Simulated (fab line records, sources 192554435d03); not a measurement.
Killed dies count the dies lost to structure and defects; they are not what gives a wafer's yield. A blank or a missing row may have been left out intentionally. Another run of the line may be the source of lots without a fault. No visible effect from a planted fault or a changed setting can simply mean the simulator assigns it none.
Struck lot and sound lot, side by side + flow n5 finfet + 14 out of 1938 route steps
Sound: wafers L468.2, L468.5, L468.6. Struck: wafer L472.5. (L472.2, L472.3 of the same lot were not struck and are left out.) The cause comes at the end.
Per side, at each step with rows, come the tool, then ch with its chambers, and then its first start. Under that, the readings that differ: sound wafers + struck wafers + difference of the means + sigmas: that difference in standard deviations of wafers without a fault.
alike: words and numbers the same on both sides, and readings whose means are apart by under 2 such deviations; not compared: readings that were withheld, readings missing a value for some wafer, numbers with overlapping values and no deviation given by the record, and bounds like >300 which may hide the same value.
The two part at a step that has a row with sigmas, a row that says differs or no value, or rows on one side only. Numbers that don't overlap but have no deviation are shown without sigmas and don't part them. A reading that every wafer of one side lacks parts them only if that side has two wafers or more.

first, 1 step without rows for these wafers: N5_BEOL_M5_SPUTTER_81 (material Cu, target thk 15 nm, time 27.62 s).
N5_BEOL_M5_ANNEAL_82: time 1800 s.
  sound on pvd sputter-03 at day 11 23:15; struck on pvd sputter-02 at day 12 09:37
  alike: heater power w
N5_BEOL_M5_SPUTTER_83: material Cu, target thk 15 nm, time 27.62 s.
  sound on pvd sputter-03 at day 12 00:15; struck on pvd sputter-02 at day 12 10:37
  alike: throttle valve pct
N5_BEOL_M5_ANNEAL_84: time 1800 s.
  sound on pvd sputter-03 at day 12 00:20; struck on pvd sputter-02 at day 12 10:42
  alike: heater power w
then, 1 step without rows for these wafers: N5_BEOL_M5_SPUTTER_88 (material Cu, target thk 15 nm, time 27.62 s).
N5_BEOL_M5_ANNEAL_89: time 1800 s.
  sound on pvd sputter-03 at day 12 01:25; struck on pvd sputter-02 at day 12 11:47
  alike: heater power w
then, 2 steps without rows for these wafers: N5_BEOL_M5_SPUTTER_90 (material Cu, target thk 4.5 nm, time 8.29 s); N5_BEOL_M5_ECD_50 (material Cu, target thk 300 nm).
N5_BEOL_M5_ANNEAL_51: time 90 s.
  sound on rtp anneal-02 ch 0, day 12 02:47; struck on rtp anneal-01 ch 0, day 12 13:22
  alike: wafer_temp_C_max
then, 1 step without rows for these wafers: N5_BEOL_M5_CMP_52 (polishes, stops on SiCOH lowk, t overpolish 6.9 s, target thk 62 nm).
N5_BEOL_M5_THK_MEAS_53: measures by xrf.
  sound on film metro-02 at day 12 03:20; struck on film metro-02 at day 12 13:55
| reading     | sound          | struck | difference | sigmas |
|-------------|----------------|--------|------------|--------|
| M5_THK (nm) | 61.6 60.9 61.0 | 64.8   | +3.6       | +3     |
then, 1 step without rows for these wafers: N5_BEOL_M5_PRE_CLEAN_77 (time 15 s).
N5_BEOL_M5_CO_CAP_78: material Co, precursor CCTBA/H2, target thk 2 nm, time 102.1 s.
  sound on cvd co-01 ch 1,2, day 12 03:24; struck on cvd co-02 ch 1, day 12 13:59
| reading                                   | sound             | struck | difference | sigmas |
|-------------------------------------------|-------------------|--------|------------|--------|
| run length s (s)                          | 125.3 125.3 125.6 | 99.7   | -25.7      | -54    |
| model.Co_of_BEOL_M5_CO_CAP_78.thk nm (nm) | 2 2.2 2.2         | 1.4    | -0.7       |        |
  alike: heater power w
then, 1 step without rows for these wafers: N5_BEOL_M5_PRE_CLEAN_55 (time 15 s).

## WHERE THEY PART
At N5_BEOL_M5_THK_MEAS_53 first; at N5_BEOL_M5_CO_CAP_78 last (within this record only).

WHY: what had been put in by the simulator
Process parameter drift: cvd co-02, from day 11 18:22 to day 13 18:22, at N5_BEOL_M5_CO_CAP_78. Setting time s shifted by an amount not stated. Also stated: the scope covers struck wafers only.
